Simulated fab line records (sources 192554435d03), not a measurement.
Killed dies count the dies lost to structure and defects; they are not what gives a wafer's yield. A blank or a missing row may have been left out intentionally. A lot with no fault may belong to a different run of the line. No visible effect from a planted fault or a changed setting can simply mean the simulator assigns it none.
Chamber matching :: flow n5_finfet :: 4 sister chambers for N5_FIN_SAQP_ETCH_64 on rie_si-05
The step etches SiO2 in CF4, target depth 1.5 nm. 22 wafers are shown with their chamber, then 11 later ones without.

== EACH WAFER AND ITS CHAMBER ==
wafer: L075.2
chamber: 3
throttle_valve_pct (%): 22.01
oes_product_au (a.u.): 0.983
he_backside_leak_sccm (sccm): 2.64

wafer: L075.4
chamber: 0
throttle_valve_pct (%): 21.69
oes_product_au (a.u.): 1.015
he_backside_leak_sccm (sccm): 3.07

wafer: L075.6
chamber: 3
throttle_valve_pct (%): 22.04
oes_product_au (a.u.): 0.989
he_backside_leak_sccm (sccm): 2.66

wafer: L077.4
chamber: 0
throttle_valve_pct (%): 21.68
oes_product_au (a.u.): 1.011
he_backside_leak_sccm (sccm): 3.10

wafer: L077.5
chamber: 3
throttle_valve_pct (%): 22.03
oes_product_au (a.u.): 0.989
he_backside_leak_sccm (sccm): 2.67

wafer: L077.6
chamber: 2
throttle_valve_pct (%): 21.56
oes_product_au (a.u.): 0.980
he_backside_leak_sccm (sccm): 2.77

wafer: L079.2
chamber: 2
throttle_valve_pct (%): 21.57
oes_product_au (a.u.): 0.988
he_backside_leak_sccm (sccm): 2.76

wafer: L079.5
chamber: 0
throttle_valve_pct (%): 21.70
oes_product_au (a.u.): 1.022
he_backside_leak_sccm (sccm): 3.04

wafer: L079.6
chamber: 3
throttle_valve_pct (%): 22.04
oes_product_au (a.u.): 1.001
he_backside_leak_sccm (sccm): 2.58

wafer: L084.1
chamber: 0
throttle_valve_pct (%): 21.68
oes_product_au (a.u.): 1.022
he_backside_leak_sccm (sccm): 2.91

wafer: L084.3
chamber: 2
throttle_valve_pct (%): 21.57
oes_product_au (a.u.): 0.988
he_backside_leak_sccm (sccm): 3.18

wafer: L084.4
chamber: 2
throttle_valve_pct (%): 21.57
oes_product_au (a.u.): 0.998
he_backside_leak_sccm (sccm): 2.99

wafer: L085.2
chamber: 1
throttle_valve_pct (%): 21.71
oes_product_au (a.u.): 0.991
he_backside_leak_sccm (sccm): 2.57

wafer: L085.4
chamber: 0
throttle_valve_pct (%): 21.70
oes_product_au (a.u.): 1.020
he_backside_leak_sccm (sccm): 2.97

wafer: L085.5
chamber: 1
throttle_valve_pct (%): 21.70
oes_product_au (a.u.): 0.992
he_backside_leak_sccm (sccm): 2.56

wafer: L089.1
chamber: 1
throttle_valve_pct (%): 21.71
oes_product_au (a.u.): 0.993
he_backside_leak_sccm (sccm): 2.82

wafer: L089.3
chamber: 3
throttle_valve_pct (%): 22.03
oes_product_au (a.u.): 0.985
he_backside_leak_sccm (sccm): 2.60

wafer: L089.6
chamber: 1
throttle_valve_pct (%): 21.71
oes_product_au (a.u.): 0.992
he_backside_leak_sccm (sccm): 2.61

wafer: L091.1
chamber: 1
throttle_valve_pct (%): 21.72
oes_product_au (a.u.): 0.987
he_backside_leak_sccm (sccm): 2.47

wafer: L091.3
chamber: 3
throttle_valve_pct (%): 22.01
oes_product_au (a.u.): 0.981
he_backside_leak_sccm (sccm): 2.48

wafer: L091.4
chamber: 2
throttle_valve_pct (%): 21.56
oes_product_au (a.u.): 0.985
he_backside_leak_sccm (sccm): 3.04

wafer: L092.2
chamber: 2
throttle_valve_pct (%): 21.56
oes_product_au (a.u.): 0.986
he_backside_leak_sccm (sccm): 3.01

SIGNATURES (averages over the wafers above)
reading: throttle_valve_pct
chamber 0: 21.6900
chamber 1: 21.7100
chamber 2: 21.5650
chamber 3: 22.0267
scatter within a chamber: 0.00967

reading: oes_product_au
chamber 0: 1.01800
chamber 1: 0.99100
chamber 2: 0.98750
chamber 3: 0.98800
scatter within a chamber: 0.00551

reading: he_backside_leak_sccm
chamber 0: 3.0180
chamber 1: 2.6060
chamber 2: 2.9583
chamber 3: 2.6050
scatter within a chamber: 0.118
Rule: a wafer's distance from a chamber is the root of the sum, over the readings, of the square of ((its reading less the chamber's mean) divided by the reading's scatter). The wafer belongs to the nearest chamber; if the next one is less than 2 further off, it can't be placed. How the scatter is found: for the shown wafers, subtract from each reading the mean of its chamber, square and add these, divide the total by (wafers less chambers), then take the root.

== WAFERS WITHOUT THEIR CHAMBER ==
wafer: L092.3
throttle_valve_pct (%): 22.04
oes_product_au (a.u.): 0.990
he_backside_leak_sccm (sccm): 2.66

wafer: L092.5
throttle_valve_pct (%): 22.03
oes_product_au (a.u.): 0.988
he_backside_leak_sccm (sccm): 2.66

wafer: L094.2
throttle_valve_pct (%): 21.56
oes_product_au (a.u.): 0.983
he_backside_leak_sccm (sccm): 2.96

wafer: L094.5
throttle_valve_pct (%): 21.70
oes_product_au (a.u.): 1.005
he_backside_leak_sccm (sccm): 2.42

wafer: L094.6
throttle_valve_pct (%): 22.01
oes_product_au (a.u.): 0.989
he_backside_leak_sccm (sccm): 2.59

wafer: L096.1
throttle_valve_pct (%): 21.60
oes_product_au (a.u.): 0.978
he_backside_leak_sccm (sccm): 2.82

wafer: L096.2
throttle_valve_pct (%): 22.05
oes_product_au (a.u.): 0.993
he_backside_leak_sccm (sccm): 2.57

wafer: L096.6
throttle_valve_pct (%): 21.60
oes_product_au (a.u.): 0.976
he_backside_leak_sccm (sccm): 2.90

wafer: L097.1
throttle_valve_pct (%): 22.03
oes_product_au (a.u.): 1.001
he_backside_leak_sccm (sccm): 2.56

wafer: L097.3
throttle_valve_pct (%): 21.56
oes_product_au (a.u.): 0.992
he_backside_leak_sccm (sccm): 3.12

wafer: L097.5
throttle_valve_pct (%): 21.59
oes_product_au (a.u.): 0.989
he_backside_leak_sccm (sccm): 2.55

== WHICH CHAMBER EACH WENT THROUGH ==
wafer: L092.3
from the rows above: 3
in truth: 3

wafer: L092.5
from the rows above: 3
in truth: 3

wafer: L094.2
from the rows above: 2
in truth: 2

wafer: L094.5
from the rows above: 1
in truth: 1

wafer: L094.6
from the rows above: 3
in truth: 3

wafer: L096.1
from the rows above: 2
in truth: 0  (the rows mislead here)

wafer: L096.2
from the rows above: 3
in truth: 3

wafer: L096.6
from the rows above: 2
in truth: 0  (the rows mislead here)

wafer: L097.1
from the rows above: 3
in truth: 3

wafer: L097.3
from the rows above: 2
in truth: 2

wafer: L097.5
from the rows above: 2
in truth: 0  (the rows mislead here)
8 of 11 placed correctly. From these rows, 0 cannot be placed. Placed wrongly: 3.
